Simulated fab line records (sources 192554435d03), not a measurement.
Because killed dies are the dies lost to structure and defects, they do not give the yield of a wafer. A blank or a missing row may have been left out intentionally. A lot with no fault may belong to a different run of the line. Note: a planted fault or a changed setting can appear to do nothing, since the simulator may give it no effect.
The tool behind it: which one? / flow n5-finfet / 33 wafers sampled from 11 lots at 1 step of a route of 1938

WHAT THE GAUGES READ, wafer by wafer
N5_START_INSPECT_01: inspects for defects (unpatterned scan).
lot=L075; measured=day 1 18:02; on=defect-inspect-02; raw-defect-count=7 6 8
lot=L077; measured=day 2 06:02; on=defect-inspect-01; raw-defect-count=11 4 0
lot=L079; measured=day 2 18:02; on=defect-inspect-02; raw-defect-count=6 6 7
lot=L082; measured=day 3 12:02; on=defect-inspect-02; raw-defect-count=5 4 7
lot=L084; measured=day 4 00:02; on=defect-inspect-01; raw-defect-count=3 7 10
lot=L086; measured=day 4 12:02; on=defect-inspect-01; raw-defect-count=7 2 4
lot=L088; measured=day 5 00:16; on=defect-inspect-01; raw-defect-count=1 7 8
lot=L090; measured=day 5 12:02; on=defect-inspect-01; raw-defect-count=4 6 4
lot=L093; measured=day 6 06:02; on=defect-inspect-02; raw-defect-count=6 11 5
lot=L095; measured=day 6 18:02; on=defect-inspect-01; raw-defect-count=1 8 4
lot=L097; measured=day 7 06:02; on=defect-inspect-01; raw-defect-count=6 5 5

WHICH TOOL RAN EACH LOT (tool, then ch and the chambers of the sampled wafers, then the start)
Before these readings, the record contains no process step.

THE ANSWER, worked out from the rows above alone
Rule: what is usual is taken from the lots themselves. The widest of any qualifying gaps counts: lots, ordered by their means at a reading, are off when they make up no more than a third of the lots, leave a main group of 4 or more, and stand apart from it by 3 or more times the standard deviation of that group's means. If all means in a main group match to the digits the tables above print for the reading, that group is not used. A lot without any number at a reading at which 4 lots or more have one is off too. Any other lot the step has rows for is counted as sound.
No lot is off on any of the readings shown, so nothing can be concluded from this.

WHAT THE SIMULATOR HAD INSERTED
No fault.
